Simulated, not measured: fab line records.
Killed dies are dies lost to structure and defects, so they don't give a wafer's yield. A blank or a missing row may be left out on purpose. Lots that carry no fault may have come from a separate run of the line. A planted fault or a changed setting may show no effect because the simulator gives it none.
fab line records / flow n5Finfet / part 2 of 2: steps 5 to 6 of 6
record lots=23 wafers=69 lastDay=19
route steps=1938 shown BEOL_M0_SAQP@656 BEOL_M0@739 BEOL_M1@773
lots untouched by any fault: they come from a run of this same line in which no faults occurred
startH: start of the lot's first displayed wafer, in hours after the record's first day / waitH: hours from the lot's prior step to this one / " unchanged from the row above / L1.1+2: several wafers, shown together as one row / - no value present, or no start provided / * or withheld: withheld / < > ~ a bound
route shown NAME@n: NAME is a module with steps in the file, n the number in the route of the first one / usual: mean/standard deviation taken from wafers without a fault / same: alike in all rows / chamber/n: place in a boat / sites: the reading at each site / _std_site: standard deviation of those values / _edge_site: outer sites' mean less inner sites' / radiusMm: for every site, how far away it sits from the centre of the wafer / mask NAME#n: copy n / behind: tool/chamber where the wafer was last shaped / hold: cause of the lot's hold/its duration in hours/its outcome / device: transistor that didn't switch, given as n, p or np / end of line: at the end of the route, the tests of the same wafers / step lacking rows: just its recipe / killed: at the first sort, the dies lost to defects and structure; wafer yield is something else / map: the dies of a wafer, with x for killed, . for not killed, _ for no die there
set.NAME: the setting the step ran with; set.NAME@STEP: the setting that earlier step ran with / model.NAME: the simulator's own value behind a step, which no gauge read
one table for each step of the route and one row for each wafer, over a sample of lots
services: the hour from which a tool's chamber was out of use, counted from the record's first day as startH (under 0 if before that day), plus the number of hours and why
## steps
# step N5_BEOL_M1_STRIP_66
# recipe chemistry=CF4 resist=SiARC powerW=300 biasPowerW=75 pressureMtorr=50 cf4FlowSccm=150 rfFrequencyHz=6e+07
# usual chamberPressureMTorr=50.00/0.047 drypumpMotorCurrentA=5.8/0.52 oesProductAu=0.80/0.085 rfVppV=271.1/1.4 showerheadPlenumPTorr=1.79/0.059 throttleValvePct=13.5/0.3
lot.wafer=L076.2 tool=rieDiel-03 chamber=0 startH=129.94 waitH=0.0 chamberPressureMTorr=49.97 drypumpMotorCurrentA=4.9 oesProductAu=0.79 rfHoursCounterH=121 rfVppV=269.7 showerheadPlenumPTorr=1.80 throttleValvePct=13.3
lot.wafer=L076.5 tool=rieDiel-03 chamber=1 startH=129.94 waitH=0.0 chamberPressureMTorr=49.94 drypumpMotorCurrentA=6.0 oesProductAu=0.74 rfHoursCounterH=- rfVppV=271.8 showerheadPlenumPTorr=1.87 throttleValvePct=14.0
lot.wafer=L076.6 tool=rieDiel-03 chamber=0 startH=129.94 waitH=0.0 chamberPressureMTorr=49.98 drypumpMotorCurrentA=4.9 oesProductAu=0.79 rfHoursCounterH=- rfVppV=270.3 showerheadPlenumPTorr=1.80 throttleValvePct=13.3
lot.wafer=L075.1 tool=rieDiel-01 chamber=3 startH=130.28 waitH=0.0 chamberPressureMTorr=50.02 drypumpMotorCurrentA=5.3 oesProductAu=0.68 rfHoursCounterH=240 rfVppV=270.1 showerheadPlenumPTorr=1.78 throttleValvePct=13.7
lot.wafer=L075.2 tool=rieDiel-01 chamber=2 startH=130.28 waitH=0.0 chamberPressureMTorr=50.00 drypumpMotorCurrentA=5.7 oesProductAu=0.88 rfHoursCounterH=23 rfVppV=270.5 showerheadPlenumPTorr=1.83 throttleValvePct=13.3
lot.wafer=L075.5 tool=rieDiel-01 chamber=1 startH=130.28 waitH=0.0 chamberPressureMTorr=50.04 drypumpMotorCurrentA=5.7 oesProductAu=0.92 rfHoursCounterH=- rfVppV=272.5 showerheadPlenumPTorr=1.91 throttleValvePct=13.0
lot.wafer=L077.1 tool=rieDiel-02 chamber=1 startH=139.96 waitH=0.0 chamberPressureMTorr=49.95 drypumpMotorCurrentA=5.2 oesProductAu=0.70 rfHoursCounterH=205 rfVppV=269.1 showerheadPlenumPTorr=1.70 throttleValvePct=13.9
lot.wafer=L077.5 tool=rieDiel-02 chamber=1 startH=139.96 waitH=0.0 chamberPressureMTorr=49.92 drypumpMotorCurrentA=5.2 oesProductAu=0.71 rfHoursCounterH=- rfVppV=270.1 showerheadPlenumPTorr=1.70 throttleValvePct=13.9
lot.wafer=L077.6 tool=rieDiel-02 chamber=0 startH=139.96 waitH=0.0 chamberPressureMTorr=49.99 drypumpMotorCurrentA=5.6 oesProductAu=0.95 rfHoursCounterH=- rfVppV=271.3 showerheadPlenumPTorr=1.75 throttleValvePct=13.2
lot.wafer=L078.1 tool=rieDiel-02 chamber=1 startH=145.35 waitH=0.0 chamberPressureMTorr=50.09 drypumpMotorCurrentA=5.2 oesProductAu=0.70 rfHoursCounterH=207 rfVppV=269.0 showerheadPlenumPTorr=1.70 throttleValvePct=13.9
lot.wafer=L078.3 tool=rieDiel-02 chamber=0 startH=145.35 waitH=0.0 chamberPressureMTorr=50.05 drypumpMotorCurrentA=5.6 oesProductAu=0.94 rfHoursCounterH=6 rfVppV=269.7 showerheadPlenumPTorr=1.75 throttleValvePct=13.2
lot.wafer=L078.6 tool=rieDiel-02 chamber=0 startH=145.35 waitH=0.0 chamberPressureMTorr=49.98 drypumpMotorCurrentA=5.6 oesProductAu=0.93 rfHoursCounterH=- rfVppV=270.3 showerheadPlenumPTorr=1.75 throttleValvePct=13.2
lot.wafer=L079.3 tool=rieDiel-03 chamber=1 startH=152.56 waitH=0.0 chamberPressureMTorr=50.00 drypumpMotorCurrentA=6.1 oesProductAu=0.73 rfHoursCounterH=160 rfVppV=271.9 showerheadPlenumPTorr=1.87 throttleValvePct=14.0
lot.wafer=L079.4 tool=rieDiel-03 chamber=3 startH=152.56 waitH=0.0 chamberPressureMTorr=49.98 drypumpMotorCurrentA=6.7 oesProductAu=0.91 rfHoursCounterH=10 rfVppV=272.5 showerheadPlenumPTorr=1.82 throttleValvePct=13.2
lot.wafer=L079.6 tool=rieDiel-03 chamber=0 startH=152.56 waitH=0.0 chamberPressureMTorr=49.96 drypumpMotorCurrentA=4.9 oesProductAu=0.79 rfHoursCounterH=- rfVppV=270.3 showerheadPlenumPTorr=1.80 throttleValvePct=13.3
lot.wafer=L080.3 tool=rieDiel-02 chamber=1 startH=158.22 waitH=0.0 chamberPressureMTorr=50.05 drypumpMotorCurrentA=5.2 oesProductAu=0.70 rfHoursCounterH=212 rfVppV=269.7 showerheadPlenumPTorr=1.70 throttleValvePct=13.9
lot.wafer=L080.4 tool=rieDiel-02 chamber=1 startH=158.22 waitH=0.0 chamberPressureMTorr=49.93 drypumpMotorCurrentA=5.2 oesProductAu=0.70 rfHoursCounterH=- rfVppV=268.1 showerheadPlenumPTorr=1.70 throttleValvePct=13.9
lot.wafer=L080.5 tool=rieDiel-02 chamber=0 startH=158.22 waitH=0.0 chamberPressureMTorr=50.05 drypumpMotorCurrentA=5.6 oesProductAu=0.93 rfHoursCounterH=- rfVppV=270.9 showerheadPlenumPTorr=1.75 throttleValvePct=13.2
lot.wafer=L081.2 tool=rieDiel-03 chamber=0 startH=166.63 waitH=0.0 chamberPressureMTorr=49.92 drypumpMotorCurrentA=4.9 oesProductAu=0.78 rfHoursCounterH=132 rfVppV=272.1 showerheadPlenumPTorr=1.80 throttleValvePct=13.3
lot.wafer=L081.4 tool=rieDiel-03 chamber=2 startH=166.63 waitH=0.0 chamberPressureMTorr=50.04 drypumpMotorCurrentA=5.8 oesProductAu=0.73 rfHoursCounterH=141 rfVppV=272.1 showerheadPlenumPTorr=1.80 throttleValvePct=13.5
lot.wafer=L081.5 tool=rieDiel-03 chamber=0 startH=166.63 waitH=0.0 chamberPressureMTorr=49.93 drypumpMotorCurrentA=4.9 oesProductAu=0.78 rfHoursCounterH=- rfVppV=271.9 showerheadPlenumPTorr=1.80 throttleValvePct=13.3
lot.wafer=L082.1 tool=rieDiel-03 chamber=1 startH=167.82 waitH=0.0 chamberPressureMTorr=50.00 drypumpMotorCurrentA=6.0 oesProductAu=0.73 rfHoursCounterH=165 rfVppV=273.4 showerheadPlenumPTorr=1.87 throttleValvePct=14.0
lot.wafer=L082.2 tool=rieDiel-03 chamber=3 startH=167.82 waitH=0.0 chamberPressureMTorr=50.04 drypumpMotorCurrentA=6.6 oesProductAu=0.90 rfHoursCounterH=15 rfVppV=272.2 showerheadPlenumPTorr=1.82 throttleValvePct=13.2
lot.wafer=L082.5 tool=rieDiel-03 chamber=0 startH=167.82 waitH=0.0 chamberPressureMTorr=49.98 drypumpMotorCurrentA=4.9 oesProductAu=0.78 rfHoursCounterH=- rfVppV=271.2 showerheadPlenumPTorr=1.80 throttleValvePct=13.3
lot.wafer=L083.3 tool=rieDiel-03 chamber=0 startH=177.48 waitH=0.0 chamberPressureMTorr=49.93 drypumpMotorCurrentA=4.9 oesProductAu=0.78 rfHoursCounterH=136 rfVppV=271.8 showerheadPlenumPTorr=1.80 throttleValvePct=13.3
lot.wafer=L083.5 tool=rieDiel-03 chamber=1 startH=177.48 waitH=0.0 chamberPressureMTorr=49.99 drypumpMotorCurrentA=6.0 oesProductAu=0.73 rfHoursCounterH=- rfVppV=272.8 showerheadPlenumPTorr=1.87 throttleValvePct=14.0
lot.wafer=L083.6 tool=rieDiel-03 chamber=0 startH=177.48 waitH=0.0 chamberPressureMTorr=50.02 drypumpMotorCurrentA=4.9 oesProductAu=0.78 rfHoursCounterH=- rfVppV=271.5 showerheadPlenumPTorr=1.80 throttleValvePct=13.3
lot.wafer=L084.2 tool=rieDiel-02 chamber=3 startH=184.79 waitH=0.0 chamberPressureMTorr=49.94 drypumpMotorCurrentA=6.2 oesProductAu=0.67 rfHoursCounterH=222 rfVppV=268.9 showerheadPlenumPTorr=1.71 throttleValvePct=13.7
lot.wafer=L084.4 tool=rieDiel-02 chamber=2 startH=184.79 waitH=0.0 chamberPressureMTorr=50.04 drypumpMotorCurrentA=6.4 oesProductAu=0.96 rfHoursCounterH=3 rfVppV=270.6 showerheadPlenumPTorr=1.77 throttleValvePct=13.5
lot.wafer=L084.6 tool=rieDiel-02 chamber=1 startH=184.79 waitH=0.0 chamberPressureMTorr=49.98 drypumpMotorCurrentA=5.2 oesProductAu=0.70 rfHoursCounterH=- rfVppV=269.1 showerheadPlenumPTorr=1.70 throttleValvePct=13.9
lot.wafer=L085.3 tool=rieDiel-01 chamber=0 startH=190.01 waitH=0.0 chamberPressureMTorr=50.04 drypumpMotorCurrentA=6.5 oesProductAu=0.80 rfHoursCounterH=107 rfVppV=272.2 showerheadPlenumPTorr=1.81 throttleValvePct=13.4
lot.wafer=L085.4 tool=rieDiel-01 chamber=2 startH=190.01 waitH=0.0 chamberPressureMTorr=50.07 drypumpMotorCurrentA=5.7 oesProductAu=0.84 rfHoursCounterH=44 rfVppV=271.0 showerheadPlenumPTorr=1.82 throttleValvePct=13.4
lot.wafer=L085.5 tool=rieDiel-01 chamber=0 startH=190.01 waitH=0.0 chamberPressureMTorr=50.01 drypumpMotorCurrentA=6.4 oesProductAu=0.81 rfHoursCounterH=- rfVppV=272.6 showerheadPlenumPTorr=1.81 throttleValvePct=13.4
lot.wafer=L087.1 tool=rieDiel-01 chamber=2 startH=220.88 waitH=0.0 chamberPressureMTorr=49.99 drypumpMotorCurrentA=5.7 oesProductAu=0.83 rfHoursCounterH=53 rfVppV=271.1 showerheadPlenumPTorr=1.82 throttleValvePct=13.4
lot.wafer=L087.2 tool=rieDiel-01 chamber=0 startH=220.88 waitH=0.0 chamberPressureMTorr=49.90 drypumpMotorCurrentA=6.4 oesProductAu=0.80 rfHoursCounterH=116 rfVppV=272.6 showerheadPlenumPTorr=1.81 throttleValvePct=13.5
lot.wafer=L087.3 tool=rieDiel-01 chamber=1 startH=220.88 waitH=0.0 chamberPressureMTorr=50.12 drypumpMotorCurrentA=5.8 oesProductAu=0.87 rfHoursCounterH=47 rfVppV=273.3 showerheadPlenumPTorr=1.90 throttleValvePct=13.1
lot.wafer=L086.3 tool=rieDiel-01 chamber=2 startH=228.70 waitH=0.0 chamberPressureMTorr=49.91 drypumpMotorCurrentA=5.7 oesProductAu=0.83 rfHoursCounterH=56 rfVppV=272.8 showerheadPlenumPTorr=1.82 throttleValvePct=13.4
lot.wafer=L086.4 tool=rieDiel-01 chamber=0 startH=228.70 waitH=0.0 chamberPressureMTorr=50.03 drypumpMotorCurrentA=6.5 oesProductAu=0.80 rfHoursCounterH=119 rfVppV=271.5 showerheadPlenumPTorr=1.81 throttleValvePct=13.4
lot.wafer=L086.6 tool=rieDiel-01 chamber=3 startH=228.70 waitH=0.0 chamberPressureMTorr=49.94 drypumpMotorCurrentA=5.4 oesProductAu=0.92 rfHoursCounterH=- rfVppV=270.1 showerheadPlenumPTorr=1.77 throttleValvePct=13.1
lot.wafer=L089.1 tool=rieDiel-03 chamber=0 startH=230.45 waitH=0.0 chamberPressureMTorr=49.96 drypumpMotorCurrentA=4.9 oesProductAu=0.77 rfHoursCounterH=153 rfVppV=271.4 showerheadPlenumPTorr=1.79 throttleValvePct=13.4
lot.wafer=L089.2 tool=rieDiel-03 chamber=1 startH=230.45 waitH=0.0 chamberPressureMTorr=49.99 drypumpMotorCurrentA=6.0 oesProductAu=0.71 rfHoursCounterH=185 rfVppV=273.2 showerheadPlenumPTorr=1.86 throttleValvePct=14.1
lot.wafer=L089.3 tool=rieDiel-03 chamber=3 startH=230.45 waitH=0.0 chamberPressureMTorr=50.03 drypumpMotorCurrentA=6.7 oesProductAu=0.87 rfHoursCounterH=36 rfVppV=271.1 showerheadPlenumPTorr=1.82 throttleValvePct=13.2
lot.wafer=L088.1 tool=rieDiel-01 chamber=3 startH=233.50 waitH=0.0 chamberPressureMTorr=49.94 drypumpMotorCurrentA=5.4 oesProductAu=0.92 rfHoursCounterH=12 rfVppV=269.3 showerheadPlenumPTorr=1.77 throttleValvePct=13.1
lot.wafer=L088.4 tool=rieDiel-01 chamber=1 startH=233.50 waitH=0.0 chamberPressureMTorr=50.03 drypumpMotorCurrentA=5.8 oesProductAu=0.86 rfHoursCounterH=52 rfVppV=274.7 showerheadPlenumPTorr=1.90 throttleValvePct=13.1
lot.wafer=L088.6 tool=rieDiel-01 chamber=0 startH=233.50 waitH=0.0 chamberPressureMTorr=50.02 drypumpMotorCurrentA=6.4 oesProductAu=0.80 rfHoursCounterH=- rfVppV=271.1 showerheadPlenumPTorr=1.81 throttleValvePct=13.4
lot.wafer=L090.3 tool=rieDiel-03 chamber=3 startH=234.11 waitH=0.0 chamberPressureMTorr=50.01 drypumpMotorCurrentA=6.6 oesProductAu=0.86 rfHoursCounterH=38 rfVppV=274.0 showerheadPlenumPTorr=1.82 throttleValvePct=13.2
lot.wafer=L090.4 tool=rieDiel-03 chamber=2 startH=234.11 waitH=0.0 chamberPressureMTorr=50.01 drypumpMotorCurrentA=5.8 oesProductAu=0.72 rfHoursCounterH=158 rfVppV=272.9 showerheadPlenumPTorr=1.79 throttleValvePct=13.5
lot.wafer=L090.6 tool=rieDiel-03 chamber=1 startH=234.11 waitH=0.0 chamberPressureMTorr=50.04 drypumpMotorCurrentA=6.1 oesProductAu=0.71 rfHoursCounterH=- rfVppV=271.2 showerheadPlenumPTorr=1.86 throttleValvePct=14.1
lot.wafer=L093.1 tool=rieDiel-03 chamber=3 startH=254.17 waitH=0.0 chamberPressureMTorr=50.01 drypumpMotorCurrentA=6.6 oesProductAu=0.84 rfHoursCounterH=46 rfVppV=271.6 showerheadPlenumPTorr=1.81 throttleValvePct=13.2
lot.wafer=L093.5 tool=rieDiel-03 chamber=1 startH=254.17 waitH=0.0 chamberPressureMTorr=49.96 drypumpMotorCurrentA=6.0 oesProductAu=0.70 rfHoursCounterH=- rfVppV=272.7 showerheadPlenumPTorr=1.86 throttleValvePct=14.1
lot.wafer=L093.6 tool=rieDiel-03 chamber=0 startH=254.17 waitH=0.0 chamberPressureMTorr=50.00 drypumpMotorCurrentA=4.9 oesProductAu=0.77 rfHoursCounterH=- rfVppV=269.9 showerheadPlenumPTorr=1.79 throttleValvePct=13.4
lot.wafer=L091.2 tool=rieDiel-02 chamber=2 startH=258.99 waitH=0.0 chamberPressureMTorr=49.98 drypumpMotorCurrentA=6.4 oesProductAu=0.91 rfHoursCounterH=19 rfVppV=270.6 showerheadPlenumPTorr=1.76 throttleValvePct=13.5
lot.wafer=L091.4 tool=rieDiel-02 chamber=2 startH=258.99 waitH=0.0 chamberPressureMTorr=49.96 drypumpMotorCurrentA=6.4 oesProductAu=0.91 rfHoursCounterH=- rfVppV=270.3 showerheadPlenumPTorr=1.76 throttleValvePct=13.5
lot.wafer=L091.6 tool=rieDiel-02 chamber=0 startH=258.99 waitH=0.0 chamberPressureMTorr=49.90 drypumpMotorCurrentA=5.6 oesProductAu=0.87 rfHoursCounterH=- rfVppV=270.8 showerheadPlenumPTorr=1.74 throttleValvePct=13.3
lot.wafer=L094.2 tool=rieDiel-02 chamber=0 startH=259.74 waitH=0.0 chamberPressureMTorr=50.02 drypumpMotorCurrentA=5.6 oesProductAu=0.87 rfHoursCounterH=35 rfVppV=270.1 showerheadPlenumPTorr=1.74 throttleValvePct=13.3
lot.wafer=L094.3 tool=rieDiel-02 chamber=2 startH=259.74 waitH=0.0 chamberPressureMTorr=49.93 drypumpMotorCurrentA=6.4 oesProductAu=0.91 rfHoursCounterH=20 rfVppV=269.3 showerheadPlenumPTorr=1.76 throttleValvePct=13.5
lot.wafer=L094.6 tool=rieDiel-02 chamber=2 startH=259.74 waitH=0.0 chamberPressureMTorr=50.05 drypumpMotorCurrentA=6.4 oesProductAu=0.91 rfHoursCounterH=- rfVppV=271.2 showerheadPlenumPTorr=1.76 throttleValvePct=13.5
lot.wafer=L095.2 tool=rieDiel-01 chamber=3 startH=260.23 waitH=0.0 chamberPressureMTorr=49.99 drypumpMotorCurrentA=5.4 oesProductAu=0.89 rfHoursCounterH=21 rfVppV=269.7 showerheadPlenumPTorr=1.77 throttleValvePct=13.2
lot.wafer=L095.3 tool=rieDiel-01 chamber=0 startH=260.23 waitH=0.0 chamberPressureMTorr=50.00 drypumpMotorCurrentA=6.5 oesProductAu=0.79 rfHoursCounterH=130 rfVppV=271.3 showerheadPlenumPTorr=1.81 throttleValvePct=13.5
lot.wafer=L095.4 tool=rieDiel-01 chamber=1 startH=260.23 waitH=0.0 chamberPressureMTorr=50.02 drypumpMotorCurrentA=5.8 oesProductAu=0.84 rfHoursCounterH=62 rfVppV=271.9 showerheadPlenumPTorr=1.90 throttleValvePct=13.1
lot.wafer=L092.4 tool=rieDiel-01 chamber=1 startH=260.45 waitH=0.0 chamberPressureMTorr=50.03 drypumpMotorCurrentA=5.8 oesProductAu=0.84 rfHoursCounterH=62 rfVppV=272.6 showerheadPlenumPTorr=1.90 throttleValvePct=13.1
lot.wafer=L092.5 tool=rieDiel-01 chamber=0 startH=260.45 waitH=0.0 chamberPressureMTorr=50.06 drypumpMotorCurrentA=6.4 oesProductAu=0.78 rfHoursCounterH=- rfVppV=272.5 showerheadPlenumPTorr=1.81 throttleValvePct=13.5
lot.wafer=L092.6 tool=rieDiel-01 chamber=1 startH=260.45 waitH=0.0 chamberPressureMTorr=49.97 drypumpMotorCurrentA=5.8 oesProductAu=0.84 rfHoursCounterH=- rfVppV=273.1 showerheadPlenumPTorr=1.90 throttleValvePct=13.1
lot.wafer=L096.1 tool=rieDiel-02 chamber=3 startH=260.78 waitH=0.0 chamberPressureMTorr=49.99 drypumpMotorCurrentA=6.2 oesProductAu=0.67 rfHoursCounterH=239 rfVppV=268.9 showerheadPlenumPTorr=1.70 throttleValvePct=13.8
lot.wafer=L096.3 tool=rieDiel-02 chamber=0 startH=260.78 waitH=0.0 chamberPressureMTorr=50.04 drypumpMotorCurrentA=5.6 oesProductAu=0.87 rfHoursCounterH=36 rfVppV=270.8 showerheadPlenumPTorr=1.74 throttleValvePct=13.3
lot.wafer=L096.5 tool=rieDiel-02 chamber=3 startH=260.78 waitH=0.0 chamberPressureMTorr=49.98 drypumpMotorCurrentA=6.2 oesProductAu=0.67 rfHoursCounterH=- rfVppV=269.3 showerheadPlenumPTorr=1.70 throttleValvePct=13.8
lot.wafer=L097.1 tool=rieDiel-02 chamber=2 startH=273.27 waitH=0.0 chamberPressureMTorr=50.06 drypumpMotorCurrentA=6.4 oesProductAu=0.90 rfHoursCounterH=25 rfVppV=269.6 showerheadPlenumPTorr=1.76 throttleValvePct=13.6
lot.wafer=L097.2 tool=rieDiel-02 chamber=0 startH=273.27 waitH=0.0 chamberPressureMTorr=49.94 drypumpMotorCurrentA=5.6 oesProductAu=0.86 rfHoursCounterH=40 rfVppV=268.2 showerheadPlenumPTorr=1.74 throttleValvePct=13.3
lot.wafer=L097.3 tool=rieDiel-02 chamber=1 startH=273.27 waitH=0.0 chamberPressureMTorr=50.03 drypumpMotorCurrentA=5.2 oesProductAu=0.68 rfHoursCounterH=239 rfVppV=269.4 showerheadPlenumPTorr=1.69 throttleValvePct=13.9
# step N5_BEOL_M1_CD_MEAS_18
# recipe pitchNm=36 targetCdNm=18
# usual cdNm=18.0/0.31
lot.wafer=L076.2 tool=cdSem-02 chamber=- startH=130.34 waitH=0.1 cdNm=17.9
lot.wafer=L076.5 tool=cdSem-02 chamber=- startH=130.34 waitH=0.1 cdNm=18.7
lot.wafer=L076.6 tool=cdSem-02 chamber=- startH=130.34 waitH=0.1 cdNm=18.0
lot.wafer=L075.1 tool=cdSem-03 chamber=- startH=130.67 waitH=0.0 cdNm=17.9
lot.wafer=L075.2 tool=cdSem-03 chamber=- startH=130.67 waitH=0.0 cdNm=17.9
lot.wafer=L075.5 tool=cdSem-03 chamber=- startH=130.67 waitH=0.0 cdNm=18.2
lot.wafer=L077.1 tool=cdSem-03 chamber=- startH=140.18 waitH=0.0 cdNm=18.2
lot.wafer=L077.5 tool=cdSem-03 chamber=- startH=140.18 waitH=0.0 cdNm=18.1
lot.wafer=L077.6 tool=cdSem-03 chamber=- startH=140.18 waitH=0.0 cdNm=17.8
lot.wafer=L078.1 tool=cdSem-01 chamber=- startH=145.57 waitH=0.0 cdNm=17.9
lot.wafer=L078.3 tool=cdSem-01 chamber=- startH=145.57 waitH=0.0 cdNm=17.9
lot.wafer=L078.6 tool=cdSem-01 chamber=- startH=145.57 waitH=0.0 cdNm=17.8
lot.wafer=L079.3 tool=cdSem-01 chamber=- startH=152.81 waitH=0.1 cdNm=18.0
lot.wafer=L079.4 tool=cdSem-01 chamber=- startH=152.81 waitH=0.1 cdNm=17.4
lot.wafer=L079.6 tool=cdSem-01 chamber=- startH=152.81 waitH=0.1 cdNm=17.5
lot.wafer=L080.3 tool=cdSem-01 chamber=- startH=158.45 waitH=0.1 cdNm=17.9
lot.wafer=L080.4 tool=cdSem-01 chamber=- startH=158.45 waitH=0.1 cdNm=17.9
lot.wafer=L080.5 tool=cdSem-01 chamber=- startH=158.45 waitH=0.1 cdNm=17.5
lot.wafer=L081.2 tool=cdSem-03 chamber=- startH=166.86 waitH=0.1 cdNm=17.3
lot.wafer=L081.4 tool=cdSem-03 chamber=- startH=166.86 waitH=0.1 cdNm=17.6
lot.wafer=L081.5 tool=cdSem-03 chamber=- startH=166.86 waitH=0.1 cdNm=17.7
lot.wafer=L082.1 tool=cdSem-03 chamber=- startH=168.04 waitH=0.0 cdNm=17.6
lot.wafer=L082.2 tool=cdSem-03 chamber=- startH=168.04 waitH=0.0 cdNm=17.8
lot.wafer=L082.5 tool=cdSem-03 chamber=- startH=168.04 waitH=0.0 cdNm=17.6
lot.wafer=L083.3 tool=cdSem-01 chamber=- startH=177.71 waitH=0.1 cdNm=18.0
lot.wafer=L083.5 tool=cdSem-01 chamber=- startH=177.71 waitH=0.1 cdNm=18.3
lot.wafer=L083.6 tool=cdSem-01 chamber=- startH=177.71 waitH=0.1 cdNm=17.7
lot.wafer=L084.2 tool=cdSem-03 chamber=- startH=185.01 waitH=0.1 cdNm=18.2
lot.wafer=L084.4 tool=cdSem-03 chamber=- startH=185.01 waitH=0.1 cdNm=17.9
lot.wafer=L084.6 tool=cdSem-03 chamber=- startH=185.01 waitH=0.1 cdNm=18.1
lot.wafer=L085.3 tool=cdSem-02 chamber=- startH=190.24 waitH=0.1 cdNm=17.5
lot.wafer=L085.4 tool=cdSem-02 chamber=- startH=190.24 waitH=0.1 cdNm=17.8
lot.wafer=L085.5 tool=cdSem-02 chamber=- startH=190.24 waitH=0.1 cdNm=17.3
lot.wafer=L087.1 tool=cdSem-03 chamber=- startH=221.12 waitH=0.0 cdNm=18.3
lot.wafer=L087.2 tool=cdSem-03 chamber=- startH=221.12 waitH=0.0 cdNm=18.1
lot.wafer=L087.3 tool=cdSem-03 chamber=- startH=221.12 waitH=0.0 cdNm=18.3
lot.wafer=L086.3 tool=cdSem-03 chamber=- startH=229.18 waitH=0.1 cdNm=17.8
lot.wafer=L086.4 tool=cdSem-03 chamber=- startH=229.18 waitH=0.1 cdNm=17.9
lot.wafer=L086.6 tool=cdSem-03 chamber=- startH=229.18 waitH=0.1 cdNm=18.3
lot.wafer=L089.1 tool=cdSem-02 chamber=- startH=230.74 waitH=0.0 cdNm=17.8
lot.wafer=L089.2 tool=cdSem-02 chamber=- startH=230.74 waitH=0.0 cdNm=17.8
lot.wafer=L089.3 tool=cdSem-02 chamber=- startH=230.74 waitH=0.0 cdNm=17.9
lot.wafer=L088.1 tool=cdSem-01 chamber=- startH=233.84 waitH=0.0 cdNm=18.1
lot.wafer=L088.4 tool=cdSem-01 chamber=- startH=233.84 waitH=0.0 cdNm=18.3
lot.wafer=L088.6 tool=cdSem-01 chamber=- startH=233.84 waitH=0.0 cdNm=18.2
lot.wafer=L090.3 tool=cdSem-02 chamber=- startH=234.34 waitH=0.1 cdNm=17.8
lot.wafer=L090.4 tool=cdSem-02 chamber=- startH=234.34 waitH=0.1 cdNm=18.3
lot.wafer=L090.6 tool=cdSem-02 chamber=- startH=234.34 waitH=0.1 cdNm=18.4
lot.wafer=L093.1 tool=cdSem-01 chamber=- startH=254.44 waitH=0.0 cdNm=17.2
lot.wafer=L093.5 tool=cdSem-01 chamber=- startH=254.44 waitH=0.0 cdNm=18.1
lot.wafer=L093.6 tool=cdSem-01 chamber=- startH=254.44 waitH=0.0 cdNm=18.0
lot.wafer=L091.2 tool=cdSem-03 chamber=- startH=259.22 waitH=0.1 cdNm=18.3
lot.wafer=L091.4 tool=cdSem-03 chamber=- startH=259.22 waitH=0.1 cdNm=18.3
lot.wafer=L091.6 tool=cdSem-03 chamber=- startH=259.22 waitH=0.1 cdNm=18.0
lot.wafer=L094.2 tool=cdSem-02 chamber=- startH=260.05 waitH=0.1 cdNm=17.9
lot.wafer=L094.3 tool=cdSem-02 chamber=- startH=260.05 waitH=0.1 cdNm=18.4
lot.wafer=L094.6 tool=cdSem-02 chamber=- startH=260.05 waitH=0.1 cdNm=18.6
lot.wafer=L095.2 tool=cdSem-01 chamber=- startH=260.57 waitH=0.1 cdNm=18.3
lot.wafer=L095.3 tool=cdSem-01 chamber=- startH=260.57 waitH=0.1 cdNm=18.2
lot.wafer=L095.4 tool=cdSem-01 chamber=- startH=260.57 waitH=0.1 cdNm=18.4
lot.wafer=L092.4 tool=cdSem-01 chamber=- startH=260.88 waitH=0.0 cdNm=18.2
lot.wafer=L092.5 tool=cdSem-01 chamber=- startH=260.88 waitH=0.0 cdNm=18.3
lot.wafer=L092.6 tool=cdSem-01 chamber=- startH=260.88 waitH=0.0 cdNm=18.1
lot.wafer=L096.1 tool=cdSem-02 chamber=- startH=261.01 waitH=0.0 cdNm=17.9
lot.wafer=L096.3 tool=cdSem-02 chamber=- startH=261.01 waitH=0.0 cdNm=18.5
lot.wafer=L096.5 tool=cdSem-02 chamber=- startH=261.01 waitH=0.0 cdNm=17.8
lot.wafer=L097.1 tool=cdSem-02 chamber=- startH=273.51 waitH=0.0 cdNm=18.4
lot.wafer=L097.2 tool=cdSem-02 chamber=- startH=273.51 waitH=0.0 cdNm=18.1
lot.wafer=L097.3 tool=cdSem-02 chamber=- startH=273.51 waitH=0.0 cdNm=18.1
## services
tool=rieDiel-02 chamber=0 startH=105.21 hours=- kind=clean
tool=rieDiel-02 chamber=0 startH=105.21 hours=- kind=consumableReplace:focusRing
tool=rieDiel-02 chamber=0 startH=105.21 hours=21.7 kind=scheduledDown
tool=rieDiel-02 chamber=0 startH=105.21 hours=21.7 kind=ventCycle
tool=rieDiel-03 chamber=3 startH=108.72 hours=- kind=clean
tool=aldSin-04 chamber=- startH=111.52 hours=0.6 kind=repair
tool=aldSin-04 chamber=1 startH=117.69 hours=4.4 kind=repair
tool=aldSin-02 chamber=- startH=138.04 hours=2.8 kind=pm
tool=rieDiel-02 chamber=2 startH=152.47 hours=- kind=clean
tool=rieDiel-02 chamber=2 startH=152.47 hours=- kind=consumableReplace:focusRing
tool=aldSin-01 chamber=2 startH=154.61 hours=3.5 kind=repair
tool=aldSin-02 chamber=- startH=165.12 hours=14.6 kind=pm
tool=rieDiel-03 chamber=2 startH=170.50 hours=10.6 kind=repair
tool=aldSin-01 chamber=- startH=176.75 hours=14.0 kind=pm
tool=aldSin-04 chamber=1 startH=184.90 hours=24.7 kind=repair
tool=rieDiel-02 chamber=- startH=186.52 hours=0.8 kind=repair
tool=pvdSputter-02 chamber=- startH=189.66 hours=6.6 kind=repair
tool=aldSin-01 chamber=3 startH=193.72 hours=11.2 kind=repair
tool=rieDiel-01 chamber=3 startH=216.72 hours=5.4 kind=repair
tool=rieDiel-02 chamber=- startH=226.79 hours=14.6 kind=pm
tool=aldSin-01 chamber=1 startH=248.74 hours=3.7 kind=repair
tool=aldSin-01 chamber=- startH=255.45 hours=14.6 kind=pm
tool=aldSin-04 chamber=3 startH=261.35 hours=4.5 kind=repair
tool=aldSin-04 chamber=- startH=268.66 hours=14.0 kind=pm
